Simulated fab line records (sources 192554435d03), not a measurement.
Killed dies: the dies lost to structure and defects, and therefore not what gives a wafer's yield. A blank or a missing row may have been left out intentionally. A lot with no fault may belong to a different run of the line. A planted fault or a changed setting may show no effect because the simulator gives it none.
Split-lot trial / flow n5_finfet / 21 wafers read across 7 lots, on a route 1938 steps long

## THE SPLIT
At N5_BEOL_M15_COAT_22 (resist thk 800 nm), the setting spin_rpm was moved away from the recipe's 1704 rpm on 5 of the 21 wafers read, by +5.0% to +7.9%. All remaining wafers had this setting at the recipe value.

## FROM THE SPLIT TO THE READING: what the file shows between them, 3 steps
- N5_BEOL_M15_EBR_24
- N5_BEOL_M15_SOFTBAKE_23: time 60 s
- N5_BEOL_M15_DESCUM_33: chemistry O2, time 7.9 s

## THE READING
coat_of_BEOL_M15_COAT_22.thk_nm (the simulator's own value, which no gauge read), in nm, at N5_BEOL_M15_ETCH_61 (etches BARC in N2/H2, target depth 89 nm, overetch 26.7 nm, time 67.9 s). There is no usual value for it anywhere in the file. The 16 wafers here that ran the recipe average 719.5 nm, standard deviation 3.8 nm.

wafer=L076.1; tool, chamber at the split=litho_track-05, 0; spin_rpm as run, rpm=1704; against the recipe=recipe; coat_of_BEOL_M15_COAT_22.thk_nm, nm=716.2; against lot-mates on the recipe=-
wafer=L076.2; tool, chamber at the split=litho_track-05, 0; spin_rpm as run, rpm=1704; against the recipe=recipe; coat_of_BEOL_M15_COAT_22.thk_nm, nm=718.8; against lot-mates on the recipe=-
wafer=L076.5; tool, chamber at the split=litho_track-05, 0; spin_rpm as run, rpm=1704; against the recipe=recipe; coat_of_BEOL_M15_COAT_22.thk_nm, nm=717.8; against lot-mates on the recipe=-
wafer=L075.1; tool, chamber at the split=litho_track-05, 0; spin_rpm as run, rpm=1839; against the recipe=+7.9%; coat_of_BEOL_M15_COAT_22.thk_nm, nm=693; against lot-mates on the recipe=-32.0
wafer=L075.4; tool, chamber at the split=litho_track-05, 0; spin_rpm as run, rpm=1704; against the recipe=recipe; coat_of_BEOL_M15_COAT_22.thk_nm, nm=725; against lot-mates on the recipe=-
wafer=L075.5; tool, chamber at the split=litho_track-05, 0; spin_rpm as run, rpm=1839; against the recipe=+7.9%; coat_of_BEOL_M15_COAT_22.thk_nm, nm=694.6; against lot-mates on the recipe=-30.4
wafer=L081.1; tool, chamber at the split=litho_track-04, 0; spin_rpm as run, rpm=1704; against the recipe=recipe; coat_of_BEOL_M15_COAT_22.thk_nm, nm=724.6; against lot-mates on the recipe=-
wafer=L081.2; tool, chamber at the split=litho_track-04, 0; spin_rpm as run, rpm=1704; against the recipe=recipe; coat_of_BEOL_M15_COAT_22.thk_nm, nm=718.8; against lot-mates on the recipe=-
wafer=L081.4; tool, chamber at the split=litho_track-04, 0; spin_rpm as run, rpm=1704; against the recipe=recipe; coat_of_BEOL_M15_COAT_22.thk_nm, nm=725.4; against lot-mates on the recipe=-
wafer=L086.2; tool, chamber at the split=litho_track-04, 0; spin_rpm as run, rpm=1704; against the recipe=recipe; coat_of_BEOL_M15_COAT_22.thk_nm, nm=718.6; against lot-mates on the recipe=-
wafer=L086.3; tool, chamber at the split=litho_track-04, 0; spin_rpm as run, rpm=1704; against the recipe=recipe; coat_of_BEOL_M15_COAT_22.thk_nm, nm=721.2; against lot-mates on the recipe=-
wafer=L086.4; tool, chamber at the split=litho_track-04, 0; spin_rpm as run, rpm=1704; against the recipe=recipe; coat_of_BEOL_M15_COAT_22.thk_nm, nm=723.8; against lot-mates on the recipe=-
wafer=L085.1; tool, chamber at the split=litho_track-05, 0; spin_rpm as run, rpm=1807; against the recipe=+6.0%; coat_of_BEOL_M15_COAT_22.thk_nm, nm=691.6; against lot-mates on the recipe=-26.2
wafer=L085.4; tool, chamber at the split=litho_track-05, 0; spin_rpm as run, rpm=1807; against the recipe=+6.0%; coat_of_BEOL_M15_COAT_22.thk_nm, nm=697; against lot-mates on the recipe=-20.8
wafer=L085.5; tool, chamber at the split=litho_track-05, 0; spin_rpm as run, rpm=1704; against the recipe=recipe; coat_of_BEOL_M15_COAT_22.thk_nm, nm=717.8; against lot-mates on the recipe=-
wafer=L088.2; tool, chamber at the split=litho_track-05, 0; spin_rpm as run, rpm=1704; against the recipe=recipe; coat_of_BEOL_M15_COAT_22.thk_nm, nm=712.8; against lot-mates on the recipe=-
wafer=L088.4; tool, chamber at the split=litho_track-05, 0; spin_rpm as run, rpm=1704; against the recipe=recipe; coat_of_BEOL_M15_COAT_22.thk_nm, nm=713.8; against lot-mates on the recipe=-
wafer=L088.5; tool, chamber at the split=litho_track-05, 0; spin_rpm as run, rpm=1704; against the recipe=recipe; coat_of_BEOL_M15_COAT_22.thk_nm, nm=716; against lot-mates on the recipe=-
wafer=L095.4; tool, chamber at the split=litho_track-01, 0; spin_rpm as run, rpm=1704; against the recipe=recipe; coat_of_BEOL_M15_COAT_22.thk_nm, nm=722.2; against lot-mates on the recipe=-
wafer=L095.5; tool, chamber at the split=litho_track-01, 0; spin_rpm as run, rpm=1790; against the recipe=+5.0%; coat_of_BEOL_M15_COAT_22.thk_nm, nm=703.2; against lot-mates on the recipe=-17.3
wafer=L095.6; tool, chamber at the split=litho_track-01, 0; spin_rpm as run, rpm=1704; against the recipe=recipe; coat_of_BEOL_M15_COAT_22.thk_nm, nm=718.8; against lot-mates on the recipe=-

THE FIT
A straight line over all 21 wafers: coat_of_BEOL_M15_COAT_22.thk_nm changes by -3.53 nm for each +1% of spin_rpm; r = -0.94; the points scatter about the line by 3.9 nm.
The same after taking each lot's own level away (the mean of its wafers on the recipe; 21 wafers): -3.87 nm for each +1%; r = -0.99; scatter 2 nm.
That fit puts the effect of the largest move of spin_rpm on the reading at 31 nm.
Measured against the standard deviation above, the lots' own levels, which go from 714.20 to 725.00 nm, span 2.9 times it.
Consequently the slope shifts little with the lot-to-lot level, the two slopes agreeing.
Check: -30.1 nm against its lot-mates is what the line predicts for one of the wafers moved furthest among these (+7.9%) when that wafer is left out of the fit. Against them it came out at -32 nm.

## THE OTHER SPLITS THESE WAFERS WENT THROUGH
Before the reading, these wafers also passed through other splits. Each is held against what the fit with the lots' levels taken away leaves over:
other split on the same wafers=N5_BEOL_M11_TRENCH_ETCH_37 time_s; wafers away from the commonest value=5; r with coat_of_BEOL_M15_COAT_22.thk_nm (lot level and that fit taken away)=+0.25
other split on the same wafers=N5_BEOL_M11_ALD_74 ald_cycles; wafers away from the commonest value=10; r with coat_of_BEOL_M15_COAT_22.thk_nm (lot level and that fit taken away)=-0.54
other split on the same wafers=N5_BEOL_M13_EXPOSE_07 dose_mj; wafers away from the commonest value=6; r with coat_of_BEOL_M15_COAT_22.thk_nm (lot level and that fit taken away)=-0.05
other split on the same wafers=N5_BEOL_M14_PEB_08 peb_temp_c; wafers away from the commonest value=6; r with coat_of_BEOL_M15_COAT_22.thk_nm (lot level and that fit taken away)=+0.16

## THE WHOLE CHAIN: every reading that the file lists as answering this split, in the file's order
step=N5_BEOL_M15_COAT_22; what it does=resist thk 800 nm; reading=coat_of_BEOL_M15_COAT_22.thk_nm (the simulator's own value, which no gauge read); change (the file's fit)=-3.88 nm for each +1% of the setting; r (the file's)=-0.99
step=N5_BEOL_M15_ETCH_61; what it does=etches BARC in N2/H2, target depth 89 nm, overetch 26.7 nm, time 67.9 s; reading=coat_of_BEOL_M15_COAT_22.thk_nm (the simulator's own value, which no gauge read); change (the file's fit)=-3.82 nm for each +1% of the setting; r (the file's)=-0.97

## THE FILE'S OWN FIT
coat_of_BEOL_M15_COAT_22.thk_nm changes by -3.82 nm for each +1% of spin_rpm, r = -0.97.
